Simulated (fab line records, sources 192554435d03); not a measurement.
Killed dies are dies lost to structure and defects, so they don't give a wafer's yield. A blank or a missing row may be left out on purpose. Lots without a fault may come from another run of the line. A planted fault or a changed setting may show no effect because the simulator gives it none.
Which tool did it? | flow n5_finfet | 9 lots, 27 wafers sampled, at 5 steps of a route of 1938

WHAT THE GAUGES READ, wafer by wafer
N5_MOL_CONTACT_COAG_INSPECT_97: inspects for defects (darkfield). Usual: raw_defect_count 40, standard deviation 15.
lot  | measured     | on                | raw_defect_count | flag
L310 | day 5 15:35  | defect_inspect-02 | 37 51 34         |
L311 | day 5 22:16  | defect_inspect-01 | 36 24 39         |
L312 | day 6 01:28  | defect_inspect-01 | 48 32 29         |
L315 | day 6 18:10  | defect_inspect-01 | 33 24 32         |
L317 | day 7 03:00  | defect_inspect-02 | 45 32 64         |
L328 | day 9 20:47  | defect_inspect-02 | 39 47 37         |
L330 | day 10 17:31 | defect_inspect-02 | 33 23 20         |
L332 | day 10 23:31 | defect_inspect-02 | 36 26 27         |
L333 | day 11 04:26 | defect_inspect-02 | 27 44 30         |

N5_BEOL_M4_RC_MEAS_101. Usual: DIBL_N 36.0 mV/V, standard deviation 1.8; DIBL_P 36.3 mV/V, standard deviation 2.4; IOFF_N 0.16 nA/um, standard deviation 0.035; IOFF_P 0.21 nA/um, standard deviation 0.036; ION_N 673 uA/um, standard deviation 13; ION_P 461 uA/um, standard deviation 7.2; SS_N 71.4 mV/dec, standard deviation 0.6; SS_P 73.2 mV/dec, standard deviation 0.7; VT_N 250 mV, standard deviation 4; VT_P -250.9 mV, standard deviation 2.9.
lot  | measured     | on        | DIBL_N (mV/V)  | DIBL_P (mV/V)  | IOFF_N (nA/um) | IOFF_P (nA/um) | ION_N (uA/um) | ION_P (uA/um) | SS_N (mV/dec)  | SS_P (mV/dec)  | VT_N (mV)   | VT_P (mV)            | flag
L310 | day 7 15:56  | prober-01 | 40.9 39.8 36.5 | 41.0 39.5 35.0 | 0.27 0.23 0.16 | 0.32 0.29 0.23 | 695 695 669   | 472 474 465   | 72.0 72.1 71.2 | 74.4 74.1 72.4 | 240 245 252 | -242.9 -243.5 -247.3 |
L311 | day 8 20:15  | prober-02 | 36.7 34.7 39.2 | 38.2 33.9 41.4 | 0.19 0.14 0.25 | 0.25 0.17 0.32 | 675 666 693   | 465 457 473   | 72.5 72.2 72.8 | 73.7 72.5 74.6 | 248 250 242 | -248.4 -252.9 -245.7 |
L312 | day 8 23:30  | prober-01 | 36.3 35.8 38.5 | 37.4 37.5 40.0 | 0.17 0.16 0.23 | 0.21 0.22 0.26 | 683 672 702   | 462 468 475   | 71.5 70.7 71.8 | 73.8 72.9 73.9 | 248 250 245 | -249.2 -247.8 -246.1 |
L315 | day 10 02:00 | prober-02 | 32.7 34.2 35.7 | 32.6 34.1 37.3 | 0.10 0.12 0.15 | 0.14 0.16 0.20 | 643 663 692   | 446 453 471   | 70.0 71.5 71.5 | 71.9 72.7 73.3 | 259 255 248 | -257.7 -254.1 -249.6 |
L317 | day 10 07:46 | prober-02 | 36.7 36.1 37.2 | 37.7 36.2 37.3 | 0.18 0.16 0.17 | 0.24 0.20 0.22 | 675 673 670   | 466 461 464   | 71.9 71.7 72.3 | 74.2 74.1 74.1 | 250 252 252 | -244.6 -250.6 -246.3 |
L328 | day 12 22:46 | prober-01 | 37.1 35.1 37.7 | 38.5 35.2 38.7 | 0.16 0.12 0.17 | 0.23 0.20 0.24 | 678 664 680   | 465 463 470   | 71.7 71.3 71.9 | 73.3 72.1 73.4 | 251 257 250 | -248.7 -251.2 -249.4 |
L330 | day 12 22:59 | prober-02 | 36.0 33.0 37.4 | 35.9 32.7 36.6 | 0.15 0.11 0.16 | 0.20 0.16 0.21 | 675 668 667   | 461 459 457   | 71.1 70.9 71.4 | 74.0 73.1 73.7 | 252 253 253 | -250.9 -252.0 -251.4 |
L332 | day 14 07:43 | prober-02 | 37.5 37.7 36.6 | 39.3 39.7 38.0 | 0.18 0.18 0.16 | 0.24 0.25 0.23 | 691 680 685   | 475 471 474   | 71.0 72.0 71.1 | 73.8 74.1 73.4 | 246 247 246 | -246.5 -247.2 -248.1 |
L333 | day 14 06:26 | prober-01 | 37.2 37.9 39.3 | 37.1 36.6 38.0 | 0.16 0.16 0.20 | 0.21 0.21 0.25 | 673 681 687   | 457 461 464   | 71.4 72.1 72.2 | 73.4 74.0 73.7 | 250 250 247 | -252.4 -252.9 -246.7 |

WHICH TOOL RAN EACH LOT (tool, then ch and the chambers of the sampled wafers, then the start)
lot  | N5_MOL_CONTACT_COAG_VIA_ETCH_117   | N5_BEOL_M0_SAQP_HM_DEP_02    | N5_BEOL_M0_SAQP_COAT_82
L310 | rie_diel-05 ch 0,1,2, day 5 09:06  | pvd_sputter-03, day 5 16:53  | litho_track-02 ch 0, day 5 17:20
L311 | rie_diel-06 ch 1,3, day 5 18:05    | pvd_sputter-02, day 5 23:49  | litho_track-05 ch 0, day 6 00:15
L312 | rie_diel-06 ch 1,2,3, day 5 21:16  | pvd_sputter-01, day 6 03:25  | litho_track-05 ch 0, day 6 03:52
L315 | rie_diel-01 ch 0,1,2, day 6 14:01  | pvd_sputter-03, day 6 19:05  | litho_track-05 ch 0, day 6 19:32
L317 | rie_diel-06 ch 1,2, day 6 22:49    | pvd_sputter-02, day 7 03:34  | litho_track-02 ch 0, day 7 04:01
L328 | rie_diel-05 ch 0,1, day 9 16:35    | pvd_sputter-01, day 9 22:13  | litho_track-05 ch 0, day 9 22:40
L330 | rie_diel-06 ch 2,3, day 10 13:23   | pvd_sputter-01, day 10 18:26 | litho_track-05 ch 0, day 10 19:02
L332 | rie_diel-05 ch 0,2,3, day 10 18:13 | pvd_sputter-03, day 11 01:25 | litho_track-02 ch 0, day 11 01:52
L333 | rie_diel-06 ch 1,3, day 11 00:16   | pvd_sputter-03, day 11 05:58 | litho_track-03 ch 0, day 11 06:25
- N5_MOL_CONTACT_COAG_VIA_ETCH_117: etches SiO2 in C4F6/O2, target depth 40 nm, overetch 8 nm, time 26 s.
- N5_BEOL_M0_SAQP_HM_DEP_02: deposits TiN, target thk 12 nm.
- N5_BEOL_M0_SAQP_COAT_82: time 60 s, resist thk 30 nm.

WHAT THE TOOLS THEMSELVES READ (means of the sampled wafers that have a number; where no wafer has one, the mark that the record gives instead)
N5_MOL_CONTACT_COAG_VIA_ETCH_117. Usual: bias_w 454.9 W, standard deviation 1.3; drypump_motor_current_A 5.7 A, standard deviation 0.54; oes_product_au 0.68 a.u., standard deviation 0.071; rf_vpp_V 1591 V, standard deviation 19; showerhead_plenum_p_Torr 2.82 Torr, standard deviation 0.083; throttle_valve_pct 41.1 %, standard deviation 0.36.
lot  | tool        | bias_w (W) | drypump_motor_current_A (A) | oes_product_au (a.u.) | rf_vpp_V (V) | showerhead_plenum_p_Torr (Torr) | throttle_valve_pct (%) | flag
L310 | rie_diel-05 | 453.9      | 5.8                         | 0.70                  | 1598         | 2.85                            | 40.9                   |
L311 | rie_diel-06 | 455.0      | 5.2                         | 0.66                  | 1594         | 2.74                            | 41.4                   |
L312 | rie_diel-06 | 453.8      | 5.7                         | 0.65                  | 1582         | 2.73                            | 41.3                   |
L315 | rie_diel-01 | 454.1      | 5.5                         | 0.72                  | 1590         | 2.83                            | 40.9                   |
L317 | rie_diel-06 | 454.5      | 5.4                         | 0.66                  | 1566         | 2.74                            | 41.6                   |
L328 | rie_diel-05 | 455.2      | 6.0                         | 0.72                  | 1579         | 2.79                            | 41.0                   |
L330 | rie_diel-06 | 454.1      | 6.2                         | 0.78                  | 1601         | 2.92                            | 41.2                   |
L332 | rie_diel-05 | 454.5      | 5.9                         | 0.74                  | 1599         | 2.87                            | 41.1                   |
L333 | rie_diel-06 | 456.8      | 5.1                         | 0.64                  | 1577         | 2.73                            | 41.7                   |

N5_BEOL_M0_SAQP_HM_DEP_02. Usual: susceptor_temp_C 24.99 C, standard deviation 0.11; throttle_valve_pct 30.2 %, standard deviation 0.98.
lot  | tool           | susceptor_temp_C (C) | throttle_valve_pct (%) | flag
L310 | pvd_sputter-03 | 24.95                | 30.6                   |
L311 | pvd_sputter-02 | 25.02                | 29.1                   |
L312 | pvd_sputter-01 | 24.88                | 30.0                   |
L315 | pvd_sputter-03 | 25.01                | 30.0                   |
L317 | pvd_sputter-02 | 25.02                | 29.2                   |
L328 | pvd_sputter-01 | 24.81                | 30.6                   |
L330 | pvd_sputter-01 | 25.02                | 30.9                   |
L332 | pvd_sputter-03 | 24.82                | 30.4                   |
L333 | pvd_sputter-03 | 25.06                | 30.3                   |

N5_BEOL_M0_SAQP_COAT_82. Usual: exhaust_pa 45.1 Pa, standard deviation 0.99; run_length_s 66.2 s, standard deviation 0.32.
lot  | tool           | exhaust_pa (Pa) | run_length_s (s) | flag
L310 | litho_track-02 | 45.7            | 66.0             |
L311 | litho_track-05 | 45.6            | 66.6             |
L312 | litho_track-05 | 45.4            | 66.5             |
L315 | litho_track-05 | 45.6            | 66.4             |
L317 | litho_track-02 | 46.3            | 66.2             |
L328 | litho_track-05 | 45.2            | 78.1             | OFF
L330 | litho_track-05 | 44.6            | 78.3             | OFF
L332 | litho_track-02 | 44.8            | 66.2             |
L333 | litho_track-03 | 45.1            | 65.8             |

THE ANSWER, worked out from the rows above alone
Rule: a lot is off if the mean of its wafers that have a number lies more than 3 standard deviations from the usual mean. A lot without any number at a reading at which 4 lots or more have one is off too. The other lots that the step has rows for count as sound. The gauges are gone through in route order, then the tools' own readings, and for those a lot's mean is taken as printed above. The first step at which some lot is off is used, and at that step the reading that is off furthest; a lot without a number counts as furthest.
Off: L328, L330, at N5_BEOL_M0_SAQP_COAT_82 (run_length_s).
A tool fits if, at that step or a process step before it, it ran every lot that is off, and no sound lot after the first of them. Can't be told from this: 2 tools fit, pvd_sputter-01 at N5_BEOL_M0_SAQP_HM_DEP_02, litho_track-05 at N5_BEOL_M0_SAQP_COAT_82.

WHAT THE SIMULATOR HAD PUT IN
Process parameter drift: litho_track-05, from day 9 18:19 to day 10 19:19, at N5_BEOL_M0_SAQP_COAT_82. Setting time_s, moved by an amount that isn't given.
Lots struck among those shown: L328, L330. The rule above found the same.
